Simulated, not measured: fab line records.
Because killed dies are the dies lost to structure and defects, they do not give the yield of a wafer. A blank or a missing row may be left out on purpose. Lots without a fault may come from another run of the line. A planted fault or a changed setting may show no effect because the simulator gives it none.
A lot that was struck, set against a sound lot    flow nand_harc    14 steps out of a route of 1159
Sound: these wafers, L260.1, L260.3, L260.4. Wafers struck: L273.3, L273.4, L273.6. Last of all comes the cause.
Per side, at each step with rows, come the tool, then ch with its chambers, and then its first start. Under that, the readings that differ: sound wafers    struck wafers    difference of the means    sigmas: that difference in standard deviations of wafers without a fault.
alike: a reading whose means differ by less than 2 such deviations, as well as words and numbers matching on both sides. not compared: withheld readings; readings where some wafer has no value; bounds like >300 that might hide an equal value; numbers whose values overlap and for which the record gives no deviation.
The two part at a step that has a row with sigmas, a row that says differs or no value, or rows on one side only. Numbers that don't overlap but have no deviation are shown without sigmas and don't part them. A reading that every wafer of one side lacks parts them only if that side has two wafers or more.

first, 8 steps without rows for these wafers: NHARC_A_STAIRCASE_HMDS_159 (time 30 s); NHARC_A_STAIRCASE_COAT_160; NHARC_A_STAIRCASE_SOFTBAKE_161 (time 170 s); NHARC_A_STAIRCASE_EBR_162; NHARC_A_STAIRCASE_EXPOSE_163 (exposes mask STAIR OPEN); NHARC_A_STAIRCASE_PEB_164 (peb time 130 s); NHARC_A_STAIRCASE_DEVELOP_165 (time 140 s); NHARC_A_STAIRCASE_HARDBAKE_167 (time 140 s).
NHARC_A_STAIRCASE_DESCUM_168: chemistry O2, time 3 s.
  sound on rie_diel-09 ch 0,2,3, day 12 01:17; struck on rie_diel-04 ch 1,2,3, day 14 22:56
  alike: drypump_motor_current_A, oes_product_au, rf_vpp_V, showerhead_plenum_p_Torr, throttle_valve_pct
  not compared: rf_hours_counter_h
NHARC_A_STAIRCASE_ETCH_169: etches the open film in CH3F/O2, target depth 50 nm, time 107.1 s.
  sound on rie_diel-09 ch 1,2,3, day 12 01:35; struck on rie_diel-04 ch 0,1,3, day 14 23:03
  alike: drypump_motor_current_A, oes_product_au, rf_vpp_V, showerhead_plenum_p_Torr, throttle_valve_pct
  not compared: rf_hours_counter_h
NHARC_A_STAIRCASE_ETCH_170: etches the open film in C4F6/O2, target depth 200 nm, time 66.667 s.
  sound on rie_diel-09 ch 0,2,3; struck on rie_diel-04 ch 0,1,2
  alike: drypump_motor_current_A, oes_product_au, rf_vpp_V, showerhead_plenum_p_Torr, throttle_valve_pct
  not compared: rf_hours_counter_h
NHARC_A_STAIRCASE_STRIP_171: strips in O2.
  sound on plasma_asher-01 ch 0,1, day 12 02:01; struck on plasma_asher-01 ch 0,1, day 14 23:28
  no value came back on the struck wafers for drypump_motor_current_A (A), heater_power_w (W); on the sound wafers drypump_motor_current_A (A) reads 6.28 6.30 5.90
  not compared: rf_hours_counter_h
then, 1 step without rows for these wafers: NHARC_A_STAIRCASE_STRIP_172 (strips in SPM, time 900 s).
-- jump in the record: it breaks off in module A_STAIRCASE and resumes in module END (first step shown: number 1159 of the route), and 10 days separate the struck wafers' starts before and after --
NHARC_END_SORT_01:
  only the struck wafers appear in the record here, on prober-02 ch 0 at day 24 11:51; the sound ones have no rows

WHERE THEY PART
Earliest at NHARC_A_STAIRCASE_STRIP_171; latest, in this record, at NHARC_END_SORT_01.

WHY: whatever the simulator had introduced
Beginning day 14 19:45, the whole step at NHARC_A_STAIRCASE_STRIP_171 was skipped on plasma_asher-01. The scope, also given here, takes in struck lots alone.
